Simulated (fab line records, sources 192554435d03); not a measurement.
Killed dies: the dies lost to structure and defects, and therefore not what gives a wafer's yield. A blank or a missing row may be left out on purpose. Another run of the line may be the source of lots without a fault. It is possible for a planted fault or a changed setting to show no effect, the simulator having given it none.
8D (eight disciplines) problem report, filled in by code | flow n5_finfet | the parts of the form that need people (team, actions taken, sign-off) are left out

## 1. WHAT IS WRONG
SS_N at N5_BEOL_M4_RC_MEAS_101 reads a mean of 74.9 mV/dec on 1 wafer of 1 lot; wafers without a fault read 71.5 mV/dec with a standard deviation of 0.75. That is +4.5 standard deviations from the usual mean.
Seen first at day 12 09:49 on prober-01, wafer L471.2. Wafers with a number at this step in the record: 7, from 3 lots. Rule for "out", or "out of limits": more than 4 standard deviations from the usual mean. Any other wafer with a number is counted as sound.

## 2. WHAT IT IS, AND WHAT IT ISN'T
question                    | is                 | is not
which readings at this step | SS_N, CJ_N, IOFF_N | DIBL_N, DIBL_P, IOFF_P, ION_P, SS_P, VT_N, VT_P
which lots                  | L471               | L455, L461
which wafers of those lots  | L471.2             | L471.6
read on which gauges        | prober-01          | -
when                        | from day 12 09:49  | up to then (6 sound wafers)

## 3. SUSPECTS, AND WHAT RULES EACH OUT
Counting: a tool at a process step up to the reading stays a suspect if it ran every lot that is out. Sound lots after the first of them don't rule it out here, since some wafers of a struck lot are sound.
- the gauge at N5_BEOL_M4_RC_MEAS_101: kept. All the wafers that are out were read on prober-01, and no step on other tools shows them out.
- rie_si-05 at N5_SD_EPI_N_SD_RECESS_17 (chemistry HBr/Cl2/O2, target depth 41 nm, time 23.7 s, bt time 3 s): kept. The lot that is out, L471, ran on it at day 7 19:31; the last sound lot it ran before that was L455, at day 3 20:04.
- wet_bench-02 at N5_SD_EPI_N_STRIP_18 (strips in SPM, time 750 s): kept. The lot that is out, L471, ran on it at day 7 19:43; the last sound lot it ran before that was L455, at day 3 20:15.
- The sound lot-mates ran in chamber 1 of rie_si-05 at N5_SD_EPI_N_SD_RECESS_17, but the wafers that are out ran in chamber 2.
- The sound lot-mates ran in chamber 7 of wet_bench-02 at N5_SD_EPI_N_STRIP_18, but the wafers that are out ran in chamber 1.
Still standing after the count: rie_si-05 at N5_SD_EPI_N_SD_RECESS_17, wet_bench-02 at N5_SD_EPI_N_STRIP_18, prober-01 at N5_BEOL_M4_RC_MEAS_101.

## 4. THE CAUSE (what the simulator had put in)
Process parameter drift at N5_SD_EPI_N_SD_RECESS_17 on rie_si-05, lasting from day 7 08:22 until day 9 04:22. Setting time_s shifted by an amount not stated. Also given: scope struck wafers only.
After counting, 3 suspects remain, this tool included.

## 5. THE EFFECT CHAIN, in route order
Each row: a reading whose mean over the struck wafers that have a number lies more than 3 standard deviations from the usual. Only readings for which the record gives a usual standard deviation are gone through. hours: the time from each lot's start at the first step in this table that gives one to its start at this step, as a median over the lots. sigmas: the change in usual standard deviations.
hours | step                   | reading    | usual       | on struck wafers | change | sigmas
0     | N5_BEOL_M4_RC_MEAS_101 | CJ_N       | 4.36        | 4.90             | +0.54  | +4.2
0     | N5_BEOL_M4_RC_MEAS_101 | IOFF_N     | 0.16 nA/um  | 0.32             | +0.16  | +4.2
0     | N5_BEOL_M4_RC_MEAS_101 | IOFF_N_85C | 3.1 nA/um   | 5.5              | +2.4   | +3.9
0     | N5_BEOL_M4_RC_MEAS_101 | SS_N       | 71.5 mV/dec | 74.9             | +3.4   | +4.5

## 6. WHAT WOULD HAVE CAUGHT IT SOONER
In this record the first reading out of limits at a measuring or inspecting step was taken at day 12 09:49, 121 hours after the fault began at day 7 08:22.
No tool reading at N5_SD_EPI_N_SD_RECESS_17 that has a usual standard deviation in the record was out on any struck wafer, so an alarm limit of 4 standard deviations on those readings would not have fired.
By day 12 09:49, every lot that is out (1) had started N5_SD_EPI_N_SD_RECESS_17 on rie_si-05. None of them would have been spared by holding the tool at that moment.
